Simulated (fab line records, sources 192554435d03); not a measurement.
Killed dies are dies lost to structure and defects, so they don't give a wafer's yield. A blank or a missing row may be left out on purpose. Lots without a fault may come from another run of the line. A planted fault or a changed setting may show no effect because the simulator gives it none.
Problem report in the 8D (eight disciplines) form, filled by code | flow n5_finfet | the parts of the form that need people (team, actions taken, sign-off) are left out

1. THE PROBLEM
trench_depth_nm at N5_BEOL_M9_OCD_MEAS_38 reads a mean of 128.7 nm on 3 wafers of 2 lots; wafers without a fault read 151.8 nm with a standard deviation of 2.3. That is -10 standard deviations from the usual mean.
First seen on wafer L606.3, day 14 07:58, on ocd-01. The record holds 20 wafers of 7 lots with a number at this step. Rule for "out", or "out of limits": more than 4 standard deviations from the usual mean. The other wafers with a number count as sound.

2. WHAT IT IS AND WHAT IT IS NOT
question                    | is                     | is not
which readings at this step | trench_depth_nm        | -
which lots                  | L606, L612             | L598, L602, L614, L616, L617
which wafers of those lots  | L606.3, L606.4, L612.3 | L606.6, L612.1
read on which gauges        | ocd-01                 | ocd-02
when                        | from day 14 07:58      | up to then (7 sound wafers); but 10 sound wafers of L612, L614, L616, L617 came after

3. SUSPECTS, AND WHAT RULES EACH OUT
Counting: a tool at a process step up to the reading stays a suspect if it ran every lot that is out. Sound lots after the first of them don't rule it out here, since some wafers of a struck lot are sound.
- the gauge at N5_BEOL_M9_OCD_MEAS_38: ruled out. All the wafers that are out were read on ocd-01, but those of them that N5_BEOL_M9_THK_MEAS_53 has rows for are out there too, on other tools.
- rie_diel-06 at N5_BEOL_M9_ETCH_66 (etches SOC in N2/H2, target depth 80 nm, overetch 16 nm, time 120 s): kept. It ran every lot that is out, first L606 (day 14 07:35); its last sound lot up to then is L602 (day 13 02:13).
- rie_diel-06 at N5_BEOL_M9_TRENCH_ETCH_37 (etches SiCOH lowk in C4F6/O2, target depth 151.43 nm, time 49 s): kept. It ran every lot that is out, first L606 (day 14 07:47); its last sound lot up to then is L602 (day 13 02:25).
- rie_diel-06 at N5_BEOL_M9_STRIP_80 (strips in N2/H2, time 10 s): kept. It ran every lot that is out, first L606 (day 14 07:58); its last sound lot up to then is L602 (day 13 02:36). N5_BEOL_M9_STRIP_80 gives no start for some lots, so the hours and the order of its lots are those of N5_BEOL_M9_OCD_MEAS_38.
- Within rie_diel-06 at N5_BEOL_M9_ETCH_66: the wafers that are out ran in chambers 0, 3; their sound lot-mates ran in chambers 1, 2.
- Within rie_diel-06 at N5_BEOL_M9_TRENCH_ETCH_37: the wafers that are out ran in chambers 0, 3; their sound lot-mates ran in chambers 1, 2.
- Within rie_diel-06 at N5_BEOL_M9_STRIP_80: the wafers that are out ran in chambers 0, 3; their sound lot-mates ran in chambers 1, 2.
Left after counting: rie_diel-06 at N5_BEOL_M9_ETCH_66, rie_diel-06 at N5_BEOL_M9_TRENCH_ETCH_37, rie_diel-06 at N5_BEOL_M9_STRIP_80.

4. THE CAUSE (what the simulator had put in)
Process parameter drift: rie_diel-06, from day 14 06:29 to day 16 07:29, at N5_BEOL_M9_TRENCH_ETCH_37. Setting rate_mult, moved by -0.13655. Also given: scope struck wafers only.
Counting left 3 suspects, and this tool is among them.

5. THE CHAIN OF EFFECTS, in route order
Each row: a reading whose mean over the struck wafers that have a number lies more than 3 standard deviations from the usual. Only readings for which the record gives a usual standard deviation are gone through. hours: the time from each lot's start at the first step in this table that gives one to its start at this step, as a median over the lots. sigmas: the change in usual standard deviations.
hours | step                    | reading          | usual        | on struck wafers | change | sigmas
0     | N5_BEOL_M9_OCD_MEAS_38  | trench_depth_nm  | 151.8 nm     | 128.7            | -23.1  | -10
3     | N5_BEOL_M9_THK_MEAS_53  | M9_THK           | 140.1 nm     | 115.7            | -24.4  | -9.0
3     | N5_BEOL_M9_RS_MEAS_57   | M9_RS            | 0.150 ohm/sq | 0.185            | +0.035 | +11
47    | N5_BEOL_M15_RC_MEAS_101 | SERP_M9          | 3.05 ohm/um  | 3.73             | +0.68  | +8.6
47    | N5_BEOL_M15_RC_MEAS_101 | SERP_M9_max_site | 3.15 ohm/um  | 3.86             | +0.71  | +8.0

6. WHAT WOULD HAVE CAUGHT IT SOONER
In this record the first reading out of limits at a measuring or inspecting step was taken at day 14 07:58, 1 hour after the fault began at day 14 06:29.
Of the tool readings at N5_BEOL_M9_TRENCH_ETCH_37 for which the record gives a usual standard deviation, none was out on any struck wafer, so an alarm limit of 4 standard deviations on them would not have fired.
Of the lots that are out (2), L612 began N5_BEOL_M9_TRENCH_ETCH_37 on rie_diel-06 after day 14 07:58. A hold on the tool at that time would have spared it.
